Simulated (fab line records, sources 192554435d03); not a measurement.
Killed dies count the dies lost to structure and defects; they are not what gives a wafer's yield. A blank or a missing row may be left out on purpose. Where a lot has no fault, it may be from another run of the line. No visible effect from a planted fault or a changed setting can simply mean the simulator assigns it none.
A lot that was struck, set against a sound lot -- flow n5_finfet -- 39 steps out of a route of 1938
Sound: these wafers, L173.1, L173.3, L173.6. Struck: wafer L187.5 (L187.3, L187.4, from the same lot, were not struck and are left out); the cause is given at the end.
At each step with rows: each side's tool, then ch and its chambers, then its first start. Under that, the readings that differ: sound wafers -- struck wafers -- difference of the means -- sigmas: that difference in standard deviations of wafers without a fault.
alike: readings whose means differ by less than 2 such deviations, and words and numbers that are the same on both sides. not compared: withheld readings, readings that some wafer has no value for, bounds like >300 that may hide the same value, and numbers for which the record gives no deviation and whose values overlap.
A row with sigmas, a row that says differs or no value, or rows on one side alone: a step with any of these is where the two part. Numbers that have no deviation but don't overlap get no sigmas and don't part them. A reading missing from all wafers of one side parts the sides only when that side holds two or more wafers.

first, 11 steps without rows for these wafers: N5_BEOL_M4_ANNEAL_89 (time 240 s); N5_BEOL_M4_SPUTTER_90 (material Cu, target thk 4.5 nm, time 8.29 s); N5_BEOL_M4_ANNEAL_91 (time 240 s); N5_BEOL_M4_SPUTTER_92 (material Cu, target thk 4.5 nm, time 8.29 s); N5_BEOL_M4_ANNEAL_93 (time 240 s); N5_BEOL_M4_SPUTTER_94 (material Cu, target thk 4.5 nm, time 8.29 s); N5_BEOL_M4_ANNEAL_95 (time 240 s); N5_BEOL_M4_SPUTTER_96 (material Cu, target thk 4.5 nm, time 8.29 s); N5_BEOL_M4_ECD_50 (material Cu, target thk 300 nm); N5_BEOL_M4_ANNEAL_51 (time 90 s); N5_BEOL_M4_CMP_52 (polishes, stops on SiOC, t overpolish 6.8 s, target thk 40 nm).
N5_BEOL_M4_PRE_CLEAN_60: time 15 s.
  sound on cvd_co-01 ch 1,2, day 8 22:27; struck on cvd_co-02 ch 0, day 12 18:56
reading,sound,struck,difference,sigmas
heater_power_outer_w (W),13 14 14,45,+31,+3
  alike: heater_power_w
then, 3 steps without rows for these wafers: N5_BEOL_M4_CO_CAP_55 (material Co, precursor CCTBA/H2, target thk 2 nm, time 102.1 s); N5_BEOL_M4_PRE_CLEAN_56 (time 15 s); N5_BEOL_M4_DEP_57 (deposits SiCN from 3MS/NH3, target thk 8 nm, time 14 s).
N5_BEOL_M4_INSPECT_59: inspects for defects (darkfield).
  struck on defect_inspect-02, day 12 19:13; sound on defect_inspect-01, day 8 22:42
reading,sound,struck,difference,sigmas
raw_defect_count,50 32 64,497,+448,+19
N5_BEOL_M4_RC_MEAS_101:
  sound on prober-01 ch 0, day 8 22:44; struck on prober-01 ch 0, day 12 19:33
  alike: DIBL_N, DIBL_P, IOFF_N, IOFF_P, ION_N, ION_P, SS_N, SS_P, VT_N, VT_P
then, 13 steps without rows for these wafers: N5_BEOL_M5_ILD_DEP_00 (deposits SiCOH lowk from DEMS/porogen, target thk 140.64 nm, time 25.9 s); N5_BEOL_M5_CURE_79 (cures SiCOH lowk, time 240 s); N5_BEOL_M5_PECVD_70 (deposits SiO2 from TEOS/O2, target thk 16 nm, time 18 s); N5_BEOL_M5_HM_DEP_02 (deposits TiN, target thk 20 nm); N5_BEOL_M5_COAT_59 (time 60 s, resist thk 60 nm); N5_BEOL_M5_COAT_60 (time 60 s, resist thk 12 nm); N5_BEOL_M5_COAT_71 (time 60 s, resist thk 5 nm); N5_BEOL_M5_COAT_05 (resist thk 30 nm); N5_BEOL_M5_EBR_07; N5_BEOL_M5_SOFTBAKE_06 (time 60 s); N5_BEOL_M5_EXPOSE_08 (exposes mask M5, target cd 28 nm); N5_BEOL_M5_PEB_09 (peb time 60 s); N5_BEOL_M5_DEVELOP_10 (develop time 30 s).
N5_BEOL_M5_INSPECT_13: inspects for defects (brightfield).
  struck on defect_inspect-01, day 12 22:04; sound on defect_inspect-02, day 9 02:48
reading,sound,struck,difference,sigmas
raw_defect_count,361 291 375,1258,+916,+8
then, 6 steps without rows for these wafers: N5_BEOL_M5_DESCUM_16 (chemistry O2, time 7 s); N5_BEOL_M5_ETCH_72 (etches underlayer in N2/H2, target depth 6.5 nm, time 5.2 s); N5_BEOL_M5_ETCH_61 (etches SiARC in CF4, target depth 15.6 nm, time 26 s); N5_BEOL_M5_ETCH_62 (etches SOC in N2/H2, target depth 75 nm, overetch 15 nm, time 112.5 s); N5_BEOL_M5_STRIP_63 (strips in N2/H2); N5_BEOL_M5_STRIP_73 (strips in N2/H2).
N5_BEOL_M5_INSPECT_30: inspects for defects (brightfield).
  struck on defect_inspect-02, day 12 23:58; sound on defect_inspect-01, day 9 05:10
reading,sound,struck,difference,sigmas
raw_defect_count,433 346 409,1146,+750,+8
-- a jump in the record: the struck wafers' starts before and after are 4 days apart (it breaks off in module BEOL_M5 and resumes in module PASSIVATION, where the first step shown is number 1936 of the route) --
N5_PASSIVATION_PROBE_49:
  only the struck wafers here have rows in the record (prober-02, day 16 18:58); the sound ones have none

## WHERE THEY PART
Earliest at N5_BEOL_M4_PRE_CLEAN_60; latest, in this record, at N5_PASSIVATION_PROBE_49.

WHY: the cause the simulator had injected
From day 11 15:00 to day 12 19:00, cvd_co-02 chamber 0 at N5_BEOL_M4_PRE_CLEAN_60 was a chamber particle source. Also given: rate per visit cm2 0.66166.
